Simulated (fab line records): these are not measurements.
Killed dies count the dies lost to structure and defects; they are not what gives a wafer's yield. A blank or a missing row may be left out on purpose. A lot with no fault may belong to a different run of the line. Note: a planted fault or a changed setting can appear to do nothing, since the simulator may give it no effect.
Matching of chambers -- flow nand harc -- NHARC_A_CHANNEL_FILL_D1_CMP_10 on cmp-03: 4 sister chambers
The step polishes, target thk 150 nm. 4 wafers are shown with their chamber, then 9 later ones without.

== WAFERS PAIRED WITH THEIR CHAMBERS ==
wafer,chamber,motor current A (A)
L080.1,2,12.9
L081.3,3,12.7
L084.1,1,11.4
L084.5,0,15.1

== WAFERS WITH NO CHAMBER GIVEN ==
wafer,motor current A (A)
L085.1,12.6
L085.2,14.8
L085.4,11.7
L090.1,12.9
L090.2,14.8
L090.6,14.6
L091.2,12.0
L091.3,11.7
L091.4,14.0

== WHICH CHAMBER EACH ONE RAN IN ==
wafer,from the rows above,in truth
L085.1,can't be placed: 3 or 2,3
L085.2,0,0
L085.4,can't be placed: 1 or 3 or 2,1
L090.1,can't be placed: 2 or 3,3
L090.2,0,0
L090.6,0,0
L091.2,can't be placed: 1 or 3 or 2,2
L091.3,can't be placed: 1 or 3 or 2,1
L091.4,can't be placed: 0 or 2 or 3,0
Placed correctly: 3 of 9. Unplaceable from these rows: 6, with the true chamber sitting among the candidates in 6. Number placed wrongly: 0.
How it was worked out, from the rows above alone: a wafer's distance from a chamber is the root of the sum, over the readings, of the square of ((its reading less the chamber's mean) divided by the reading's scatter). If the next closest chamber is less than 2 further off than the closest, the wafer can't be placed; otherwise it belongs to the closest. Each chamber's mean is taken over the wafers shown for it. The scatter: with one shown wafer a chamber, the root of the mean of the squares of how far each hidden wafer lies from its nearest shown one.
